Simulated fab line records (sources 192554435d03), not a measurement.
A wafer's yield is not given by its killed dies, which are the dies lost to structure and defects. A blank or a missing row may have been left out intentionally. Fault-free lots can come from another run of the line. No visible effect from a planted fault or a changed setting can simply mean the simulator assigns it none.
fab line records	flow n5Finfet
record lots=24	wafers=72	lastDay=18
route steps=1938 shown FIN_CUT@169 STI_FIN_REVEAL@200 DUMMY_GATE@231 SPACER0@259
lots that met no fault: from a run of the same line without faults
startH: hours from the record's opening day to when the first of the lot's shown wafers began	waitH: hours from the lot's prior step to this one	" unchanged from the row above	L1.1+2: a row that stands for several wafers	- no value, or no start was given	* or withheld: withheld	< > ~ a bound
route shown NAME@n: names a module that has steps shown in the file, with the first one's number in the route	usual: the fault-free wafers' mean and standard deviation	same: alike in all rows	chamber/n: place in a boat	sites: each site's reading	_std_site: how widely they spread, as a standard deviation	_edge_site: the outer-site mean with the inner-site mean subtracted	radiusMm: how far each site lies from the wafer's centre	mask NAME#n: copy n	behind: the most recent tool/chamber to have shaped the wafer	hold: reason for holding the lot/hours on hold/outcome of the hold	device: names the non-switching transistor (n, p or np)	end of line: at the end of the route, the tests of the same wafers	where a step has no rows: the recipe by itself	killed: the dies lost at the first sort to structure and to defects; this is not the yield of the wafer	map: shows each die of a wafer: x if killed, . if not, _ if none is there
set.NAME: the setting that was run; set.NAME@STEP: the one run at that earlier step	model.NAME: the simulator's own value behind a step, which no gauge read
the route's steps for a sample of lots (tables are steps, rows are wafers)
services: when a tool's chamber went out of use (startH, in hours from the record's first day, below 0 if earlier), for how many hours, and the reason
## steps
# step N5_FIN_CUT_ETCH_21
# recipe chemistry=N2/H2	target=SOC	targetDepthA=2190	overetchA=438	maskMaterial=SiARC	tempC=40	ionEnergyEv=100	biasW=61	timeS=523.5	pressureMtorr=30	sourceW=850	n2FlowSccm=200	h2FlowSccm=200
# usual drypumpMotorCurrentA=5.7/0.43	oesProductAu=0.71/0.055	rfVppV=240.9/1.3	showerheadPlenumPTorr=2.55/0.091	throttleValvePct=17.82/0.17
# same timeS=523.5
lot.wafer	tool	chamber	startH	waitH	drypumpMotorCurrentA	oesProductAu	rfHoursCounterH	rfVppV	showerheadPlenumPTorr	throttleValvePct
L074.2	rieDiel-02	3	28.67	0.0	5.9	0.69	148	239.1	2.45	17.92
L074.3	"	0	"	"	5.7	0.71	112	240.3	2.55	17.58
L074.4	"	1	"	"	6.1	0.69	151	242.8	2.62	17.54
L075.1	rieDiel-02	3	32.76	0.0	5.9	0.69	150	240.1	2.45	17.89
L075.3	"	2	"	"	5.0	0.71	140	240.0	2.54	17.65
L075.5	"	3	"	"	5.9	0.69	-	239.7	2.45	17.91
L076.1	rieDiel-05	3	39.26	0.0	5.6	0.68	177	242.8	2.65	17.85
L076.2	"	1	"	"	5.7	0.70	134	240.5	2.43	18.18
L076.5	"	0	"	"	5.9	0.83	-	241.3	2.69	17.63
L077.1	rieDiel-02	1	44.45	0.0	6.2	0.69	157	241.6	2.62	17.55
L077.2	"	2	"	"	5.0	0.71	144	239.9	2.54	17.67
L077.3	"	3	"	"	5.9	0.68	153	239.7	2.45	17.91
L078.3	rieDiel-05	2	52.56	0.0	5.6	0.69	176	240.7	2.64	17.73
L078.5	"	2	"	"	5.6	0.69	-	242.1	2.64	17.74
L078.6	"	3	"	"	5.7	0.68	-	242.0	2.65	17.86
L079.1	rieDiel-01	2	59.02	0.0	6.0	0.70	147	241.4	2.64	17.85
L079.4	"	3	"	"	5.0	0.68	159	238.2	2.44	17.90
L079.6	"	0	"	"	6.0	0.75	-	239.0	2.45	17.83
L080.2	rieDiel-02	2	64.53	0.0	4.9	0.70	150	240.5	2.54	17.68
L080.4	"	3	"	"	5.9	0.67	160	238.0	2.45	17.91
L080.5	"	2	"	"	4.9	0.71	-	242.2	2.54	17.68
L081.1	rieDiel-05	1	70.02	0.0	5.7	0.69	143	240.2	2.43	18.20
L081.2	"	2	"	"	5.6	0.69	180	240.6	2.64	17.74
L081.3	"	0	"	"	5.9	0.80	42	242.9	2.69	17.66
L082.1	rieDiel-05	3	75.76	0.0	5.6	0.68	187	241.9	2.64	17.88
L082.3	"	2	"	"	5.6	0.69	182	242.5	2.64	17.76
L082.6	"	3	"	"	5.6	0.68	-	242.1	2.64	17.90
L083.2	rieDiel-01	2	81.66	0.0	6.0	0.69	154	241.6	2.64	17.86
L083.5	"	2	"	"	6.0	0.70	-	240.9	2.64	17.85
L083.6	"	0	"	"	6.0	0.74	-	241.1	2.45	17.86
L084.3	rieDiel-02	0	89.31	0.0	5.8	0.70	132	241.3	2.54	17.62
L084.5	"	3	"	"	5.9	0.67	-	240.0	2.45	17.93
L084.6	"	2	"	"	4.9	0.70	-	241.5	2.54	17.69
L085.1	rieDiel-02	2	93.59	0.0	4.9	0.70	159	242.5	2.53	17.69
L085.2	"	0	"	"	5.7	0.70	133	239.3	2.54	17.62
L085.5	"	0	"	"	5.8	0.69	-	239.8	2.54	17.63
L086.1	rieDiel-01	3	102.60	0.0	5.0	0.68	170	238.7	2.44	17.95
L086.3	"	2	"	"	5.9	0.70	161	241.6	2.64	17.86
L086.4	"	1	"	"	6.5	0.86	18	240.4	2.61	17.74
L087.2	rieDiel-05	0	106.56	0.0	5.9	0.80	52	242.9	2.68	17.66
L087.3	"	1	"	"	5.7	0.69	153	239.9	2.43	18.22
L087.4	"	3	"	"	5.6	0.67	196	242.4	2.64	17.90
L088.2	rieDiel-02	3	111.65	0.0	5.9	0.67	176	239.7	2.44	17.96
L088.5	"	3	"	"	5.9	0.67	-	239.4	2.44	17.95
L088.6	"	2	"	"	4.9	0.69	-	242.5	2.53	17.71
L089.2	rieDiel-01	2	119.01	0.0	6.0	0.68	166	239.7	2.64	17.87
L089.3	"	1	"	"	6.5	0.85	21	241.9	2.61	17.75
L089.6	"	3	"	"	5.0	0.67	-	238.8	2.44	17.95
L090.1	rieDiel-05	0	123.15	0.0	5.9	0.78	57	242.0	2.68	17.68
L090.2	"	3	"	"	5.6	0.66	201	243.3	2.64	17.90
L090.3	"	2	"	"	5.6	0.67	195	241.4	2.63	17.76
L091.2	rieDiel-01	2	129.16	0.0	5.9	0.68	169	241.5	2.64	17.88
L091.4	"	1	"	"	6.5	0.84	25	242.0	2.60	17.77
L091.5	"	2	"	"	5.9	0.68	-	241.7	2.64	17.90
L092.1	rieDiel-05	0	136.08	0.0	5.9	0.79	59	241.6	2.68	17.68
L092.4	"	2	"	"	5.6	0.68	198	241.6	2.63	17.77
L092.6	"	2	"	"	5.6	0.68	-	242.6	2.63	17.77
L093.1	rieDiel-05	0	142.25	0.0	5.9	0.79	62	242.2	2.68	17.68
L093.3	"	3	"	"	5.6	0.65	206	241.8	2.64	17.91
L093.5	"	3	"	"	5.6	0.66	-	242.8	2.64	17.91
L094.1	rieDiel-02	0	148.04	0.0	5.8	0.68	152	241.3	2.53	17.68
L094.2	"	2	"	"	5.0	0.68	178	240.5	2.53	17.71
L094.5	"	1	"	"	6.2	0.67	-	241.3	2.61	17.60
L095.2	rieDiel-01	2	154.31	0.0	5.9	0.68	177	241.0	2.63	17.90
L095.3	"	0	"	"	6.1	0.72	142	240.5	2.44	17.91
L095.5	"	2	"	"	6.0	0.68	-	243.4	2.63	17.90
L096.2	rieDiel-01	3	159.71	0.0	5.0	0.67	189	239.8	2.43	17.97
L096.4	"	1	"	"	6.5	0.83	34	241.1	2.60	17.77
L096.6	"	0	"	"	6.0	0.72	-	239.4	2.44	17.90
L097.2	rieDiel-01	1	165.55	0.0	6.5	0.82	36	241.0	2.60	17.77
L097.3	"	0	"	"	6.0	0.73	146	240.0	2.44	17.90
L097.6	"	2	"	"	6.0	0.68	-	241.6	2.63	17.90
# step N5_STI_FIN_REVEAL_OXIDATION_31
# recipe chemistry=O2_PLASMA_REMOTE	tempC=150	timeS=20	pressureMtorr=1000	sourcePowerW=2000	o2FlowSccm=3000
# usual drypumpMotorCurrentA=5.77/0.11	heaterPowerW=128/5.8	tempCMax=150.65/0.27
# same timeS=20
lot.wafer	tool	chamber	startH	waitH	drypumpMotorCurrentA	heaterPowerW	rfHoursCounterH	tempCMax
L074.2	plasmaAsher-01	1	37.79	0.0	5.68	133	27	150.53
L074.3	"	1	"	"	5.67	134	-	150.64
L074.4	"	0	"	"	5.82	132	-	150.16
L075.1	plasmaAsher-02	1	42.19	0.0	5.93	130	83	151.63
L075.3	"	1	"	"	5.94	132	-	150.97
L075.5	"	1	"	"	5.94	131	-	150.94
L076.1	plasmaAsher-02	0	48.77	0.0	5.68	119	84	150.63
L076.2	"	1	"	"	5.94	132	84	151.07
L076.5	"	1	"	"	5.95	130	-	150.82
L077.1	plasmaAsher-02	0	54.30	0.0	5.67	118	85	150.93
L077.2	"	1	"	"	5.96	133	85	150.74
L077.3	"	0	"	"	5.68	117	-	150.72
L078.3	plasmaAsher-01	0	65.08	0.1	5.81	133	-	150.50
L078.5	"	0	"	"	5.83	132	-	150.52
L078.6	"	1	"	"	5.68	134	-	150.30
L079.1	plasmaAsher-02	0	69.79	0.0	5.68	118	88	150.61
L079.4	"	1	"	"	5.90	132	-	150.90
L079.6	"	0	"	"	5.65	119	-	150.61
L080.2	plasmaAsher-01	0	73.83	0.0	5.83	135	34	150.26
L080.4	"	0	"	"	5.81	132	-	150.63
L080.5	"	1	"	"	5.65	133	-	150.33
L081.1	plasmaAsher-01	1	79.70	0.0	5.71	132	35	150.60
L081.2	"	0	"	"	5.81	133	35	150.61
L081.3	"	1	"	"	5.66	128	-	150.49
L082.1	plasmaAsher-02	0	85.25	0.0	5.66	118	92	151.06
L082.3	"	1	"	"	5.92	130	-	151.21
L082.6	"	1	"	"	5.92	128	-	151.31
L083.2	plasmaAsher-01	0	90.83	0.0	5.81	128	37	150.45
L083.5	"	0	"	"	5.80	132	-	150.56
L083.6	"	1	"	"	5.66	129	-	150.36
L084.3	plasmaAsher-01	1	100.11	0.1	5.68	130	-	150.25
L084.5	"	0	"	"	5.80	129	-	150.49
L084.6	"	1	"	"	5.69	132	-	150.24
L085.1	plasmaAsher-02	0	104.30	0.0	5.67	116	96	150.72
L085.2	"	1	"	"	5.91	129	96	151.12
L085.5	"	0	"	"	5.67	119	-	150.62
L086.1	plasmaAsher-01	1	111.88	0.0	5.66	130	40	150.34
L086.3	"	1	"	"	5.65	126	-	150.31
L086.4	"	0	"	"	5.79	129	-	150.73
L087.2	plasmaAsher-02	1	115.77	0.0	5.94	130	98	150.82
L087.3	"	1	"	"	5.94	130	-	150.82
L087.4	"	0	"	"	5.69	119	-	150.66
L088.2	plasmaAsher-01	1	122.19	0.0	5.67	129	43	150.56
L088.5	"	0	"	"	5.82	132	-	150.45
L088.6	"	1	"	"	5.63	132	-	150.41
L089.2	plasmaAsher-01	1	127.91	0.0	5.69	131	44	150.39
L089.3	"	1	"	"	5.69	129	-	150.35
L089.6	"	0	"	"	5.81	134	-	150.62
L090.1	plasmaAsher-02	1	132.09	0.0	5.94	133	102	151.30
L090.2	"	0	"	"	5.65	122	102	150.77
L090.3	"	1	"	"	5.96	133	-	151.18
L091.2	plasmaAsher-01	0	138.37	0.0	5.84	132	46	150.50
L091.4	"	1	"	"	5.70	129	-	150.35
L091.5	"	1	"	"	5.70	127	-	150.64
L092.1	plasmaAsher-01	1	146.85	0.0	5.68	132	48	150.45
L092.4	"	0	"	"	5.83	133	-	150.55
L092.6	"	0	"	"	5.80	131	-	150.91
L093.1	plasmaAsher-01	0	153.29	0.2	5.82	131	49	150.68
L093.3	"	0	"	"	5.83	133	-	150.68
L093.5	"	0	"	"	5.81	134	-	150.62
L094.1	plasmaAsher-02	1	158.63	0.0	5.92	130	106	150.93
L094.2	"	0	"	"	5.65	120	106	150.84
L094.5	"	1	"	"	5.95	131	-	150.79
L095.2	plasmaAsher-01	0	163.48	0.0	5.82	130	52	150.32
L095.3	"	0	"	"	5.79	133	-	150.32
L095.5	"	0	"	"	5.82	129	-	150.54
L096.2	plasmaAsher-01	0	170.44	0.0	5.84	130	54	150.47
L096.4	"	1	"	"	5.66	132	-	150.37
L096.6	"	0	"	"	5.81	131	-	150.36
L097.2	plasmaAsher-02	1	176.31	0.0	5.96	131	109	150.95
L097.3	"	0	"	"	5.66	120	-	150.65
L097.6	"	0	"	"	5.67	118	-	150.77
# step N5_STI_FIN_REVEAL_INSPECT_13
# recipe inspectInstrument=darkfield	mode=postClean
# usual rawDefectCount=12/5.2
lot.wafer	tool	chamber	startH	waitH	rawDefectCount
L074.2	defectInspect-02	-	38.43	0.0	6
L074.3	"	-	"	"	7
L074.4	"	-	"	"	6
L075.1	defectInspect-02	-	43.00	0.0	16
L075.3	"	-	"	"	11
L075.5	"	-	"	"	18
L076.1	defectInspect-02	-	49.55	0.0	13
L076.2	"	-	"	"	8
L076.5	"	-	"	"	11
L077.1	defectInspect-02	-	54.94	0.0	21
L077.2	"	-	"	"	19
L077.3	"	-	"	"	21
L078.3	defectInspect-02	-	65.72	0.0	11
L078.5	"	-	"	"	17
L078.6	"	-	"	"	7
L079.1	defectInspect-01	-	70.49	0.0	6
L079.4	"	-	"	"	6
L079.6	"	-	"	"	3
L080.2	defectInspect-01	-	74.58	0.0	13
L080.4	"	-	"	"	3
L080.5	"	-	"	"	6
L081.1	defectInspect-01	-	80.36	0.0	6
L081.2	"	-	"	"	8
L081.3	"	-	"	"	14
L082.1	defectInspect-01	-	85.91	0.0	6
L082.3	"	-	"	"	16
L082.6	"	-	"	"	11
L083.2	defectInspect-01	-	91.46	0.0	12
L083.5	"	-	"	"	13
L083.6	"	-	"	"	27
L084.3	defectInspect-02	-	100.75	0.0	10
L084.5	"	-	"	"	13
L084.6	"	-	"	"	11
L085.1	defectInspect-02	-	104.93	0.0	10
L085.2	"	-	"	"	8
L085.5	"	-	"	"	7
L086.1	defectInspect-01	-	112.52	0.0	15
L086.3	"	-	"	"	10
L086.4	"	-	"	"	7
L087.2	defectInspect-01	-	116.42	0.0	3
L087.3	"	-	"	"	6
L087.4	"	-	"	"	9
L088.2	defectInspect-02	-	123.17	0.0	13
L088.5	"	-	"	"	5
L088.6	"	-	"	"	10
L089.2	defectInspect-01	-	128.60	0.0	12
L089.3	"	-	"	"	9
L089.6	"	-	"	"	16
L090.1	defectInspect-02	-	132.72	0.0	9
L090.2	"	-	"	"	16
L090.3	"	-	"	"	8
L091.2	defectInspect-01	-	139.01	0.0	9
L091.4	"	-	"	"	18
L091.5	"	-	"	"	17
L092.1	defectInspect-02	-	147.51	0.0	14
L092.4	"	-	"	"	17
L092.6	"	-	"	"	18
L093.1	defectInspect-01	-	153.95	0.0	9
L093.3	"	-	"	"	17
L093.5	"	-	"	"	12
L094.1	defectInspect-02	-	159.59	0.0	3
L094.2	"	-	"	"	6
L094.5	"	-	"	"	4
L095.2	defectInspect-02	-	164.15	0.0	10
L095.3	"	-	"	"	3
L095.5	"	-	"	"	7
L096.2	defectInspect-01	-	171.08	0.0	12
L096.4	"	-	"	"	15
L096.6	"	-	"	"	18
L097.2	defectInspect-02	-	176.94	0.0	11
L097.3	"	-	"	"	16
L097.6	"	-	"	"	6
# step N5_DUMMY_GATE_CD_MEAS_15
# recipe targetCdNm=25.8	landingEnergyEv=500	detector=seInlens
# usual cdNm=24.97/0.24
# same landingEnergyEv=500
lot.wafer	tool	chamber	startH	waitH	cdNm
L074.2	cdSem-02	0	46.91	-	25.19
L074.3	"	0	"	"	25.13
L074.4	"	0	"	"	24.88
L075.1	cdSem-02	0	51.61	-	25.26
L075.3	"	0	"	"	25.08
L075.5	"	0	"	"	25.10
L076.1	cdSem-02	0	58.19	-	24.85
L076.2	"	0	"	"	25.12
L076.5	"	0	"	"	24.94
L077.1	cdSem-01	0	63.41	-	25.24
L077.2	"	0	"	"	24.65
L077.3	"	0	"	"	24.85
L078.3	cdSem-03	0	74.21	-	25.09
L078.5	"	0	"	"	24.84
L078.6	"	0	"	"	25.37
L079.1	cdSem-02	0	78.97	-	24.86
L079.4	"	0	"	"	25.38
L079.6	"	0	"	"	24.93
L080.2	cdSem-01	0	83.42	-	24.27
L080.4	"	0	"	"	24.95
L080.5	"	0	"	"	24.67
L081.1	cdSem-01	0	90.15	-	24.91
L081.2	"	0	"	"	25.07
L081.3	"	0	"	"	24.37
L082.1	cdSem-01	0	94.41	-	24.91
L082.3	"	0	"	"	25.04
L082.6	"	0	"	"	24.85
L083.2	cdSem-01	0	101.21	-	24.87
L083.5	"	0	"	"	24.87
L083.6	"	0	"	"	24.73
L084.3	cdSem-03	0	110.16	-	24.96
L084.5	"	0	"	"	24.94
L084.6	"	0	"	"	24.83
L085.1	cdSem-03	0	113.54	-	25.22
L085.2	"	0	"	"	24.80
L085.5	"	0	"	"	25.33
L086.1	cdSem-03	0	121.00	-	24.73
L086.3	"	0	"	"	25.00
L086.4	"	0	"	"	24.83
L087.2	cdSem-03	0	124.99	-	24.87
L087.3	"	0	"	"	25.09
L087.4	"	0	"	"	24.96
L088.2	cdSem-03	0	131.76	-	24.88
L088.5	"	0	"	"	25.04
L088.6	"	0	"	"	24.79
L089.2	cdSem-02	0	137.11	-	25.03
L089.3	"	0	"	"	24.71
L089.6	"	0	"	"	24.88
L090.1	cdSem-03	0	143.15	-	24.81
L090.2	"	0	"	"	24.90
L090.3	"	0	"	"	24.96
L091.2	cdSem-02	0	149.67	-	25.54
L091.4	"	0	"	"	25.10
L091.5	"	0	"	"	25.25
L092.1	cdSem-03	0	156.51	-	24.78
L092.4	"	0	"	"	24.75
L092.6	"	0	"	"	25.00
L093.1	cdSem-01	0	162.56	-	24.60
L093.3	"	0	"	"	24.92
L093.5	"	0	"	"	25.23
L094.1	cdSem-03	0	168.61	-	24.98
L094.2	"	0	"	"	25.09
L094.5	"	0	"	"	25.01
L095.2	cdSem-03	0	172.65	-	24.88
L095.3	"	0	"	"	24.48
L095.5	"	0	"	"	24.56
L096.2	cdSem-03	0	179.89	-	25.11
L096.4	"	0	"	"	25.33
L096.6	"	0	"	"	24.73
L097.2	cdSem-03	0	187.78	-	25.11
L097.3	"	0	"	"	25.06
L097.6	"	0	"	"	25.20
# step N5_DUMMY_GATE_INSPECT_27
# recipe inspectInstrument=brightfield	mode=aei
# usual rawDefectCount=311/89
lot.wafer	tool	chamber	startH	waitH	rawDefectCount
L074.2	defectInspect-02	-	48.41	0.0	375
L074.3	"	-	"	"	258
L074.4	"	-	"	"	406
L075.1	defectInspect-02	-	53.66	0.0	229
L075.3	"	-	"	"	226
L075.5	"	-	"	"	237
L076.1	defectInspect-02	-	59.70	0.0	250
L076.2	"	-	"	"	172
L076.5	"	-	"	"	196
L077.1	defectInspect-02	-	64.74	0.0	246
L077.2	"	-	"	"	293
L077.3	"	-	"	"	254
L078.3	defectInspect-01	-	75.57	0.0	242
L078.5	"	-	"	"	200
L078.6	"	-	"	"	185
L079.1	defectInspect-02	-	80.50	0.0	317
L079.4	"	-	"	"	285
L079.6	"	-	"	"	343
L080.2	defectInspect-02	-	84.83	0.0	500
L080.4	"	-	"	"	298
L080.5	"	-	"	"	360
L081.1	defectInspect-01	-	91.58	0.0	208
L081.2	"	-	"	"	314
L081.3	"	-	"	"	265
L082.1	defectInspect-01	-	95.75	0.0	233
L082.3	"	-	"	"	249
L082.6	"	-	"	"	313
L083.2	defectInspect-02	-	102.65	0.0	284
L083.5	"	-	"	"	250
L083.6	"	-	"	"	233
L084.3	defectInspect-01	-	111.95	0.0	294
L084.5	"	-	"	"	407
L084.6	"	-	"	"	568
L085.1	defectInspect-02	-	115.02	0.0	262
L085.2	"	-	"	"	299
L085.5	"	-	"	"	279
L086.1	defectInspect-01	-	122.47	0.0	245
L086.3	"	-	"	"	317
L086.4	"	-	"	"	310
L087.2	defectInspect-02	-	126.35	0.0	234
L087.3	"	-	"	"	175
L087.4	"	-	"	"	174
L088.2	defectInspect-01	-	133.11	0.0	320
L088.5	"	-	"	"	449
L088.6	"	-	"	"	504
L089.2	defectInspect-01	-	138.73	0.0	197
L089.3	"	-	"	"	316
L089.6	"	-	"	"	359
L090.1	defectInspect-02	-	144.61	0.0	410
L090.2	"	-	"	"	298
L090.3	"	-	"	"	241
L091.2	defectInspect-02	-	150.98	0.0	395
L091.4	"	-	"	"	463
L091.5	"	-	"	"	572
L092.1	defectInspect-01	-	158.06	0.0	307
L092.4	"	-	"	"	412
L092.6	"	-	"	"	286
L093.1	defectInspect-02	-	164.14	0.0	324
L093.3	"	-	"	"	403
L093.5	"	-	"	"	406
L094.1	defectInspect-01	-	169.94	0.0	323
L094.2	"	-	"	"	348
L094.5	"	-	"	"	358
L095.2	defectInspect-01	-	174.04	0.0	315
L095.3	"	-	"	"	474
L095.5	"	-	"	"	349
L096.2	defectInspect-02	-	181.42	0.0	363
L096.4	"	-	"	"	363
L096.6	"	-	"	"	383
L097.2	defectInspect-01	-	189.16	0.0	227
L097.3	"	-	"	"	406
L097.6	"	-	"	"	264
# step N5_SPACER0_ALD_00
# recipe material=SiOCN	targetThkA=35	tempC=400	aldPrecursorFamily=alkyl-aminosilane	aldCoReactant=O2/N2-plasma	pulseTimeS=3	purgeTimeS=2	coReactantPurgeTimeS=2	aldCycles=58	pressureTorr=2
# usual heaterPowerW=851/81	precursorPulseHeightRel=1.001/0.02
lot.wafer	tool	chamber	startH	waitH	heaterPowerW	precursorPulseHeightRel
L074.2	aldSin-03	0	48.60	0.1	767	1.015
L074.3	"	2	"	"	900	0.987
L074.4	"	3	"	"	789	1.050
L075.1	aldSin-04	2	54.68	0.1	860	0.982
L075.3	"	3	"	"	925	1.010
L075.5	"	3	"	"	925	0.991
L076.1	aldSin-03	2	59.89	0.1	925	1.013
L076.2	"	0	"	"	756	0.991
L076.5	"	0	"	"	769	0.998
L077.1	aldSin-01	1	64.93	0.1	753	0.990
L077.2	"	0	"	"	867	1.013
L077.3	"	3	"	"	897	0.997
L078.3	aldSin-03	2	75.76	0.1	914	1.033
L078.5	"	1	"	"	930	0.994
L078.6	"	2	"	"	911	1.015
L079.1	aldSin-03	0	81.98	0.1	766	1.024
L079.4	"	2	"	"	898	1.006
L079.6	"	1	"	"	897	0.997
L080.2	aldSin-01	0	85.02	0.1	882	1.021
L080.4	"	2	"	"	840	0.992
L080.5	"	2	"	"	871	1.011
L081.1	aldSin-01	1	92.30	0.1	763	1.038
L081.2	"	2	"	"	831	1.002
L081.3	"	3	"	"	946	0.975
L082.1	aldSin-03	0	100.19	0.1	742	1.006
L082.3	"	2	"	"	938	0.989
L082.6	"	3	"	"	788	1.030
L083.2	aldSin-04	0	103.26	0.1	674	1.015
L083.5	"	1	"	"	904	1.013
L083.6	"	0	"	"	655	0.959
L084.3	aldSin-04	1	112.14	0.1	907	0.990
L084.5	"	0	"	"	677	0.989
L084.6	"	3	"	"	944	0.996
L085.1	aldSin-01	1	115.87	0.1	779	1.018
L085.2	"	0	"	"	869	1.014
L085.5	"	0	"	"	865	0.999
L086.1	aldSin-03	2	122.82	0.1	966	1.009
L086.3	"	1	"	"	925	0.992
L086.4	"	0	"	"	738	1.021
L087.2	aldSin-01	3	126.54	0.1	946	1.050
L087.3	"	1	"	"	773	1.007
L087.4	"	2	"	"	839	0.986
L088.2	aldSin-03	2	133.30	0.1	972	0.996
L088.5	"	2	"	"	951	0.999
L088.6	"	3	"	"	762	0.978
L089.2	aldSin-01	0	138.92	0.1	860	0.975
L089.3	"	2	"	"	858	0.995
L089.6	"	3	"	"	928	0.992
L090.1	aldSin-04	3	144.80	0.1	932	0.994
L090.2	"	2	"	"	829	1.041
L090.3	"	0	"	"	684	0.999
L091.2	aldSin-04	0	151.17	0.1	663	1.007
L091.4	"	1	"	"	892	1.031
L091.5	"	3	"	"	949	0.964
L092.1	aldSin-04	2	158.37	0.1	829	1.029
L092.4	"	1	"	"	906	1.023
L092.6	"	2	"	"	839	0.980
L093.1	aldSin-03	0	164.53	0.1	733	1.007
L093.3	"	1	"	"	908	0.978
L093.5	"	3	"	"	783	1.001
L094.1	aldSin-03	2	170.13	0.1	963	0.979
L094.2	"	1	"	"	910	0.994
L094.5	"	3	"	"	789	1.014
L095.2	aldSin-01	1	174.34	0.1	758	1.005
L095.3	"	3	"	"	939	0.983
L095.5	"	1	"	"	768	1.002
L096.2	aldSin-03	2	182.18	0.1	976	1.001
L096.4	"	0	"	"	716	1.001
L096.6	"	1	"	"	896	1.034
L097.2	aldSin-03	3	189.35	0.1	796	0.999
L097.3	"	0	"	"	736	1.014
L097.6	"	0	"	"	737	1.018
## services
tool	chamber	startH	hours	kind
aldSin-04	-	10.27	0.2	repair
aldSin-01	0	10.37	17.7	repair
rieDiel-01	3	11.86	17.0	repair
aldSin-01	1	21.91	2.8	repair
aldSin-03	-	28.32	2.6	repair
aldSin-03	0	33.00	12.5	repair
aldSin-01	1	47.80	2.6	repair
aldSin-01	0	48.63	11.0	repair
aldSin-03	2	65.32	6.0	repair
rieDiel-01	3	76.84	10.0	repair
aldSin-03	-	85.89	14.0	pm
aldSin-03	0	85.89	14.0	ventCycle
aldSin-03	1	85.89	14.0	ventCycle
aldSin-03	2	85.89	14.0	ventCycle
rieDiel-05	1	91.99	2.6	repair
rieDiel-02	1	92.88	3.0	repair
aldSin-01	-	95.73	5.5	repair
rieDiel-02	1	113.71	14.4	repair
plasmaAsher-02	-	152.51	4.4	repair
rieDiel-02	1	163.00	10.2	repair
aldSin-01	-	176.75	14.0	pm
rieDiel-05	1	177.64	1.4	repair
rieDiel-01	0	181.02	4.1	repair
plasmaAsher-01	-	181.70	2.5	repair
## key
fault none
